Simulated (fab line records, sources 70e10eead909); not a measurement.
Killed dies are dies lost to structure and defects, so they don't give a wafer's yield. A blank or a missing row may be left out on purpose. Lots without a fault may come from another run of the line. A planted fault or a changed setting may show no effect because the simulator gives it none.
Which tool did it? | flow nand_harc | 12 lots, 36 wafers sampled, at 5 steps of a route of 1302

WHAT THE GAUGES READ, wafer by wafer
NHARC_P_START_INSPECT_01.
lot  | measured     | on                | raw_defect_count
L102 | day 2 06:02  | defect_inspect-01 | 2 3 4
L107 | day 4 08:02  | defect_inspect-02 | 5 3 4
L108 | day 4 18:02  | defect_inspect-01 | 6 5 6
L109 | day 5 04:02  | defect_inspect-02 | 8 6 9
L110 | day 5 14:02  | defect_inspect-01 | 4 2 5
L111 | day 6 00:02  | defect_inspect-02 | 4 2 3
L112 | day 6 10:02  | defect_inspect-02 | 2 2 2
L120 | day 9 18:02  | defect_inspect-02 | 2 2 3
L121 | day 10 04:02 | defect_inspect-02 | 2 8 3
L122 | day 10 14:02 | defect_inspect-01 | 5 3 5
L123 | day 11 00:02 | defect_inspect-02 | 2 3 4
L124 | day 11 10:02 | defect_inspect-02 | 3 2 2

NHARC_P_ZERO_WELL_CD_MEAS_11: target cd 500 nm.
lot  | measured     | on        | cd_nm (nm)
L102 | day 2 07:21  | cd_sem-02 | 497.2 501.0 500.2
L107 | day 4 09:14  | cd_sem-01 | 500.6 501.7 499.0
L108 | day 4 19:14  | cd_sem-01 | 499.5 498.0 500.6
L109 | day 5 05:19  | cd_sem-03 | 501.2 500.5 499.8
L110 | day 5 15:14  | cd_sem-01 | 500.9 498.6 499.0
L111 | day 6 01:07  | cd_sem-03 | 498.8 506.4 498.0
L112 | day 6 11:07  | cd_sem-01 | 498.6 508.8 500.3
L120 | day 9 19:16  | cd_sem-02 | 500.4 503.1 499.7
L121 | day 10 05:14 | cd_sem-03 | 498.4 497.9 500.6
L122 | day 10 15:07 | cd_sem-03 | 500.4 500.8 500.2
L123 | day 11 01:07 | cd_sem-02 | 498.1 499.9 499.9
L124 | day 11 11:14 | cd_sem-01 | 499.8 497.6 497.7

NHARC_P_GATE_CD_MEAS_46: target cd 720 nm.
lot  | measured     | on        | cd_nm (nm)
L102 | day 6 04:32  | cd_sem-02 | 721.8 722.7 722.5
L107 | day 8 01:11  | cd_sem-01 | 720.8 722.0 721.9
L108 | day 8 09:51  | cd_sem-01 | 720.2 720.2 719.5
L109 | day 9 02:05  | cd_sem-02 | 720.8 720.9 720.1
L110 | day 9 16:56  | cd_sem-03 | 721.0 719.3 720.2
L111 | day 9 17:50  | cd_sem-01 | 721.3 722.7 721.3
L112 | day 10 03:05 | cd_sem-02 | 721.0 718.9 719.3
L120 | day 13 10:31 | cd_sem-02 | 719.3 717.5 719.0
L121 | day 14 00:20 | cd_sem-01 | 719.6 719.4 720.5
L122 | day 14 04:27 | cd_sem-03 | 719.5 719.6 720.3
L123 | day 14 20:33 | cd_sem-01 | 720.5 722.6 719.4
L124 | day 14 21:23 | cd_sem-02 | 721.2 721.6 722.0

WHICH TOOL RAN EACH LOT (tool, then ch and the chambers of the sampled wafers, then the start)
lot  | NHARC_P_ZERO_WELL_EXPOSE_08       | NHARC_P_GATE_ETCH_32
L102 | krf_scanner-04 ch 0, day 2 07:12  | rie_si-03 ch 1,2,3, day 5 17:26
L107 | krf_scanner-01 ch 0, day 4 09:05  | rie_si-03 ch 0,2,3, day 7 13:55
L108 | krf_scanner-03 ch 0, day 4 19:05  | rie_si-06 ch 1,2, day 7 22:27
L109 | krf_scanner-01 ch 0, day 5 05:10  | rie_si-03 ch 0,1,2, day 8 14:44
L110 | krf_scanner-03 ch 0, day 5 15:05  | rie_si-03 ch 1,2,3, day 9 05:34
L111 | krf_scanner-03 ch 0, day 6 00:58  | rie_si-04 ch 2,3, day 9 06:22
L112 | krf_scanner-03 ch 0, day 6 10:59  | rie_si-04 ch 0,2, day 9 15:40
L120 | krf_scanner-01 ch 0, day 9 19:07  | rie_si-04 ch 0,1,2, day 12 21:00
L121 | krf_scanner-03 ch 0, day 10 05:05 | rie_si-06 ch 1,2, day 13 12:55
L122 | krf_scanner-03 ch 0, day 10 14:58 | rie_si-03 ch 0,2,3, day 13 17:04
L123 | krf_scanner-03 ch 0, day 11 00:58 | rie_si-04 ch 0,3, day 14 09:14
L124 | krf_scanner-04 ch 0, day 11 11:05 | rie_si-06 ch 0,2, day 14 10:01
- NHARC_P_ZERO_WELL_EXPOSE_08: exposes mask P ZERO, target cd 500 nm.
- NHARC_P_GATE_ETCH_32: etches the open film in HBr/Cl2, target depth 150 nm, time 100.1 s.

WHAT THE TOOLS THEMSELVES READ (means of the sampled wafers that have a number; where no wafer has one, the mark that the record gives instead)
NHARC_P_ZERO_WELL_EXPOSE_08.
lot  | tool           | exposure_dose_mJ_cm2
L102 | krf_scanner-04 | 34.19
L107 | krf_scanner-01 | 34.01
L108 | krf_scanner-03 | 33.80
L109 | krf_scanner-01 | 34.03
L110 | krf_scanner-03 | 33.77
L111 | krf_scanner-03 | 33.74
L112 | krf_scanner-03 | 33.81
L120 | krf_scanner-01 | 34.03
L121 | krf_scanner-03 | 33.75
L122 | krf_scanner-03 | 33.79
L123 | krf_scanner-03 | 33.79
L124 | krf_scanner-04 | 34.16

NHARC_P_GATE_ETCH_32.
lot  | tool      | drypump_motor_current_A (A) | oes_product_au (a.u.) | throttle_valve_pct (%)
L102 | rie_si-03 | 5.5                         | 0.999                 | 26.402
L107 | rie_si-03 | 5.4                         | 1.004                 | 26.407
L108 | rie_si-06 | 5.8                         | 1.006                 | 26.397
L109 | rie_si-03 | 5.4                         | 0.994                 | 26.407
L110 | rie_si-03 | 5.6                         | 0.987                 | 26.404
L111 | rie_si-04 | 6.2                         | 1.001                 | 26.407
L112 | rie_si-04 | 5.9                         | 0.999                 | 26.398
L120 | rie_si-04 | 6.0                         | 0.994                 | 26.410
L121 | rie_si-06 | 5.8                         | 0.999                 | 26.408
L122 | rie_si-03 | 5.4                         | 1.002                 | 26.414
L123 | rie_si-04 | 5.8                         | 0.997                 | 26.408
L124 | rie_si-06 | 5.6                         | 1.001                 | 26.397

THE ANSWER, worked out from the rows above alone
Rule: what is usual is taken from the lots themselves. Put in order of their means at a reading, lots are off if they are a third of the lots or fewer, leave a main group of 4 or more, and stand apart from it by a gap of 3 or more times the standard deviation of the main group's means; of several such gaps the widest counts. A main group whose means are all the same, to the digits that the tables above print for the reading, isn't used. A lot without any number at a reading at which 4 lots or more have one is off too. The other lots that the step has rows for count as sound. The gauges are gone through in route order, then the tools' own readings, and for those a lot's mean is taken as printed above. The first step at which some lot is off is used, and at that step the reading that is off furthest; a lot without a number counts as furthest.
No lot is off at any reading shown: from this, nothing can be told.

WHAT THE SIMULATOR HAD PUT IN
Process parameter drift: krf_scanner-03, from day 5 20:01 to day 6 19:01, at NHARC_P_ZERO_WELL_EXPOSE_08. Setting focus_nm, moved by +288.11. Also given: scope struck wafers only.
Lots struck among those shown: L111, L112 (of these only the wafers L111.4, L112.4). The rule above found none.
